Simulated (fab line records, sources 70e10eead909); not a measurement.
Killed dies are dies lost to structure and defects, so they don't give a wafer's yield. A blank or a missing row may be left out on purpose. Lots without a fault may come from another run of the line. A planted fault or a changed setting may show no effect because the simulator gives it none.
Which tool did it? | flow nand_harc | 24 lots, 72 wafers sampled, at 5 steps of a route of 1302

WHAT THE GAUGES READ, wafer by wafer
NHARC_A_CHANNEL_FILL_D1_INSPECT_13. Usual: raw_defect_count 328, standard deviation 120.
lot  | measured     | on                | raw_defect_count | flag
L074 | day 10 14:57 | defect_inspect-02 | 211 367 204      |
L075 | day 11 12:42 | defect_inspect-02 | 584 456 300      |
L076 | day 11 12:42 | defect_inspect-01 | 140 204 169      |
L077 | day 12 03:23 | defect_inspect-02 | 408 265 299      |
L078 | day 12 07:49 | defect_inspect-01 | 396 274 463      |
L079 | day 12 18:16 | defect_inspect-02 | 314 558 338      |
L080 | day 13 04:41 | defect_inspect-01 | 230 470 198      |
L081 | day 13 14:35 | defect_inspect-02 | 400 344 226      |
L083 | day 14 10:50 | defect_inspect-02 | 298 272 289      |
L082 | day 14 10:50 | defect_inspect-01 | 305 328 479      |
L085 | day 15 01:56 | defect_inspect-02 | 731 552 438      |
L084 | day 15 01:56 | defect_inspect-01 | 190 215 142      |
L086 | day 15 15:36 | defect_inspect-01 | 187 194 345      |
L087 | day 16 14:06 | defect_inspect-02 | 465 585 379      |
L088 | day 16 23:24 | defect_inspect-02 | 471 543 339      |
L089 | day 17 19:17 | defect_inspect-01 | 350 353 462      |
L090 | day 17 19:17 | defect_inspect-02 | 336 187 284      |
L091 | day 17 23:31 | defect_inspect-02 | 195 259 365      |
L092 | day 18 11:02 | defect_inspect-01 | 230 461 547      |
L093 | day 18 11:02 | defect_inspect-02 | 207 275 280      |
L094 | day 19 05:56 | defect_inspect-02 | 276 315 421      |
L095 | day 20 02:35 | defect_inspect-02 | 358 299 252      |
L096 | day 20 02:35 | defect_inspect-01 | 203 223 185      |
L097 | day 20 08:58 | defect_inspect-02 | 358 438 376      |

NHARC_A_DECK1_JOINT_THK_MEAS_14: measures by ellipsometry. Usual: thk_nm 51.0 nm, standard deviation 1.8.
lot  | measured     | on            | thk_nm (nm)    | flag
L074 | day 11 04:35 | film_metro-02 | 50.9 48.5 49.4 |
L075 | day 11 23:07 | film_metro-01 | 49.3 50.5 52.8 |
L076 | day 11 23:09 | film_metro-02 | 53.4 52.3 51.0 |
L077 | day 12 14:59 | film_metro-01 | 50.0 51.8 49.9 |
L078 | day 12 18:26 | film_metro-02 | 51.6 53.7 48.6 |
L079 | day 13 05:11 | film_metro-01 | 50.1 50.3 46.6 |
L080 | day 13 15:16 | film_metro-01 | 50.6 48.6 51.2 |
L081 | day 14 01:23 | film_metro-02 | 51.9 53.0 53.1 |
L083 | day 14 23:25 | film_metro-02 | 53.3 52.3 52.7 |
L082 | day 14 23:25 | film_metro-01 | 50.3 50.7 48.7 |
L085 | day 15 14:21 | film_metro-01 | 50.0 54.1 49.2 |
L084 | day 15 14:21 | film_metro-02 | 52.6 50.3 51.8 |
L086 | day 16 02:20 | film_metro-01 | 51.8 51.7 52.0 |
L087 | day 17 00:41 | film_metro-01 | 50.9 52.7 52.6 |
L088 | day 17 09:49 | film_metro-02 | 48.9 48.2 52.2 |
L089 | day 18 05:53 | film_metro-02 | 50.3 50.9 51.9 |
L090 | day 18 05:53 | film_metro-02 | 52.8 51.6 53.4 |
L091 | day 18 10:08 | film_metro-01 | 50.0 51.1 49.7 |
L092 | day 18 21:54 | film_metro-02 | 50.7 49.2 47.7 |
L093 | day 18 22:03 | film_metro-02 | 49.4 49.6 48.0 |
L094 | day 19 16:36 | film_metro-02 | 51.6 47.9 49.4 |
L095 | day 20 13:02 | film_metro-02 | 52.8 52.8 49.1 |
L096 | day 20 13:02 | film_metro-01 | 51.1 49.8 48.8 |
L097 | day 20 19:23 | film_metro-02 | 55.5 52.5 51.9 |

NHARC_A_ONON_D2_THK_MEAS_34: measures by ellipsometry. Usual: thk_nm 201 nm, standard deviation 3.3.
lot  | measured     | on            | thk_nm (nm) | flag
L074 | day 12 18:56 | film_metro-02 | 199 200 202 |
L075 | day 13 13:41 | film_metro-01 | 204 203 206 |
L076 | day 13 13:40 | film_metro-02 | 205 205 207 |
L077 | day 14 04:32 | film_metro-01 | 205 201 205 |
L078 | day 14 04:33 | film_metro-02 | 195 203 199 |
L079 | day 14 19:50 | film_metro-01 | 201 198 205 |
L080 | day 15 01:26 | film_metro-01 | 200 203 203 |
L081 | day 15 19:08 | film_metro-01 | 198 199 200 |
L083 | day 16 12:50 | film_metro-02 | 196 199 199 |
L082 | day 16 12:50 | film_metro-01 | 205 206 207 |
L085 | day 17 06:26 | film_metro-02 | 200 199 203 |
L084 | day 17 06:38 | film_metro-02 | 196 196 199 |
L086 | day 17 13:50 | film_metro-02 | 197 200 201 |
L087 | day 18 18:29 | film_metro-01 | 194 193 196 |
L088 | day 19 02:34 | film_metro-02 | 195 202 201 |
L089 | day 19 19:05 | film_metro-02 | 197 199 200 |
L090 | day 19 19:03 | film_metro-02 | 203 199 205 |
L091 | day 20 00:41 | film_metro-01 | 204 204 206 |
L092 | day 20 17:40 | film_metro-01 | 201 203 202 |
L093 | day 20 17:32 | film_metro-02 | 202 203 197 |
L094 | day 21 08:01 | film_metro-01 | 201 202 205 |
L095 | day 22 06:37 | film_metro-02 | 198 200 201 |
L096 | day 22 06:37 | film_metro-01 | 198 202 202 |
L097 | day 22 06:36 | film_metro-02 | 196 196 202 |

NHARC_A_CHANNEL_HOLE_D2_INSPECT_12. Usual: raw_defect_count 30, standard deviation 21.
lot  | measured     | on                | raw_defect_count | flag
L074 | day 12 21:47 | defect_inspect-02 | 51 69 56         |
L075 | day 13 17:17 | defect_inspect-02 | 51 55 48         |
L076 | day 13 16:27 | defect_inspect-01 | 9 8 5            |
L077 | day 14 08:32 | defect_inspect-01 | 52 54 64         |
L078 | day 14 09:42 | defect_inspect-01 | 64 58 52         |
L079 | day 15 01:57 | defect_inspect-02 | 56 65 61         |
L080 | day 15 04:22 | defect_inspect-01 | 6 4 6            |
L081 | day 15 22:03 | defect_inspect-02 | 47 54 55         |
L083 | day 16 17:20 | defect_inspect-02 | 7 16 9           |
L082 | day 16 18:07 | defect_inspect-02 | 62 48 62         |
L085 | day 17 10:37 | defect_inspect-01 | 7 17 12          |
L084 | day 17 11:01 | defect_inspect-02 | 7 17 14          |
L086 | day 17 17:45 | defect_inspect-02 | 14 14 18         |
L087 | day 18 22:52 | defect_inspect-01 | 11 15 7          |
L088 | day 19 05:28 | defect_inspect-01 | 12 12 18         |
L089 | day 20 01:54 | defect_inspect-01 | 62 46 49         |
L090 | day 20 01:13 | defect_inspect-02 | 16 17 15         |
L091 | day 20 04:33 | defect_inspect-02 | 16 20 16         |
L092 | day 20 22:22 | defect_inspect-02 | 21 21 18         |
L093 | day 20 20:28 | defect_inspect-02 | 46 47 58         |
L094 | day 21 13:05 | defect_inspect-01 | 25 13 17         |
L095 | day 22 09:30 | defect_inspect-02 | 32 39 26         |
L096 | day 22 09:28 | defect_inspect-01 | 5 7 4            |
L097 | day 22 09:32 | defect_inspect-01 | 23 16 26         |

WHICH TOOL RAN EACH LOT (tool, then ch and the chambers of the sampled wafers, then the start)
lot  | NHARC_A_CHANNEL_HOLE_D2_DEP_00
L074 | acl_dep-01 ch 0, day 12 19:04
L075 | acl_dep-02 ch 0, day 13 14:37
L076 | acl_dep-01 ch 0, day 13 14:26
L077 | acl_dep-03 ch 0, day 14 05:47
L078 | acl_dep-01 ch 0, day 14 07:22
L079 | acl_dep-02 ch 0, day 14 23:31
L080 | acl_dep-03 ch 0, day 15 01:54
L081 | acl_dep-02 ch 0, day 15 19:17
L083 | acl_dep-03 ch 0, day 16 14:33
L082 | acl_dep-02 ch 0, day 16 15:06
L085 | acl_dep-02 ch 0, day 17 08:19
L084 | acl_dep-01 ch 0, day 17 08:30
L086 | acl_dep-01 ch 0, day 17 15:25
L087 | acl_dep-01 ch 0, day 18 20:16
L088 | acl_dep-03 ch 0, day 19 02:44
L089 | acl_dep-03 ch 0, day 19 23:08
L090 | acl_dep-02 ch 0, day 19 22:25
L091 | acl_dep-01 ch 0, day 20 02:43
L092 | acl_dep-03 ch 0, day 20 19:35
L093 | acl_dep-03 ch 0, day 20 18:00
L094 | acl_dep-01 ch 0, day 21 10:45
L095 | acl_dep-02 ch 0, day 22 06:45
L096 | acl_dep-03 ch 0, day 22 06:44
L097 | acl_dep-01 ch 0, day 22 07:04
- NHARC_A_CHANNEL_HOLE_D2_DEP_00: deposits aC, target thk 3100 nm.

WHAT THE TOOLS THEMSELVES READ (means of the sampled wafers that have a number; where no wafer has one, the mark that the record gives instead)
NHARC_A_CHANNEL_HOLE_D2_DEP_00. Usual: throttle_valve_pct 34.999 %, standard deviation 0.0091.
lot  | tool       | throttle_valve_pct (%) | flag
L074 | acl_dep-01 | 35.001                 |
L075 | acl_dep-02 | 34.994                 |
L076 | acl_dep-01 | 34.993                 |
L077 | acl_dep-03 | 35.005                 |
L078 | acl_dep-01 | 35.004                 |
L079 | acl_dep-02 | 34.999                 |
L080 | acl_dep-03 | 34.994                 |
L081 | acl_dep-02 | 34.998                 |
L083 | acl_dep-03 | 34.997                 |
L082 | acl_dep-02 | 34.997                 |
L085 | acl_dep-02 | 35.001                 |
L084 | acl_dep-01 | 35.007                 |
L086 | acl_dep-01 | 35.002                 |
L087 | acl_dep-01 | 34.999                 |
L088 | acl_dep-03 | 34.991                 |
L089 | acl_dep-03 | 34.999                 |
L090 | acl_dep-02 | 35.006                 |
L091 | acl_dep-01 | 34.992                 |
L092 | acl_dep-03 | 34.998                 |
L093 | acl_dep-03 | 35.000                 |
L094 | acl_dep-01 | 34.993                 |
L095 | acl_dep-02 | 34.996                 |
L096 | acl_dep-03 | 34.995                 |
L097 | acl_dep-01 | 34.997                 |

THE ANSWER, worked out from the rows above alone
Rule: a lot is off if the mean of its wafers that have a number lies more than 3 standard deviations from the usual mean. A lot without any number at a reading at which 4 lots or more have one is off too. The other lots that the step has rows for count as sound. The gauges are gone through in route order, then the tools' own readings, and for those a lot's mean is taken as printed above. The first step at which some lot is off is used, and at that step the reading that is off furthest; a lot without a number counts as furthest.
No lot is off at any reading shown: from this, nothing can be told.

WHAT THE SIMULATOR HAD PUT IN
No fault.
